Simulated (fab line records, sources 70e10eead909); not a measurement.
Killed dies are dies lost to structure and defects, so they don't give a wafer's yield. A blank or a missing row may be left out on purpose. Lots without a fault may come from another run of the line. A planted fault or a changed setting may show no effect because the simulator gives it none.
Chamber matching | flow nand_harc | NHARC_A_CONTACT_CMP_20 on cmp-02: 4 sister chambers
The step polishes, t overpolish 30 s, target thk 300 nm. 4 wafers are shown with their chamber, then 7 later ones without.

WAFERS WITH THEIR CHAMBER
wafer  | chamber | motor_current_A (A)
L086.4 | 0       | 10.7
L086.6 | 2       | 14.4
L090.3 | 1       | 10.2
L090.4 | 3       | 13.1

WAFERS WITHOUT THEIR CHAMBER
wafer  | motor_current_A (A)
L090.5 | 10.7
L095.2 | 10.2
L095.3 | 10.9
L095.5 | 9.8
L096.3 | 14.1
L096.5 | 10.5
L096.6 | 11.3

WHICH CHAMBER EACH WENT THROUGH
wafer  | from the rows above     | in truth
L090.5 | can't be placed: 0 or 1 | 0
L095.2 | can't be placed: 1 or 0 | 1
L095.3 | can't be placed: 0 or 1 | 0
L095.5 | can't be placed: 1 or 0 | 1
L096.3 | 2                       | 2
L096.5 | can't be placed: 0 or 1 | 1
L096.6 | can't be placed: 0 or 1 | 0
Placed correctly: 1 of 7. Can't be placed from these rows: 6 (the true chamber is among the candidates in 6). Placed wrongly: 0.
How it was worked out, from the rows above alone: a wafer's distance from a chamber is the root of the sum, over the readings, of the square of ((its reading less the chamber's mean) divided by the reading's scatter). The wafer belongs to the nearest chamber; if the next one is less than 2 further off, it can't be placed. A chamber's mean is the mean of its shown wafers. The scatter: with one shown wafer a chamber, the root of the mean of the squares of how far each hidden wafer lies from its nearest shown one.
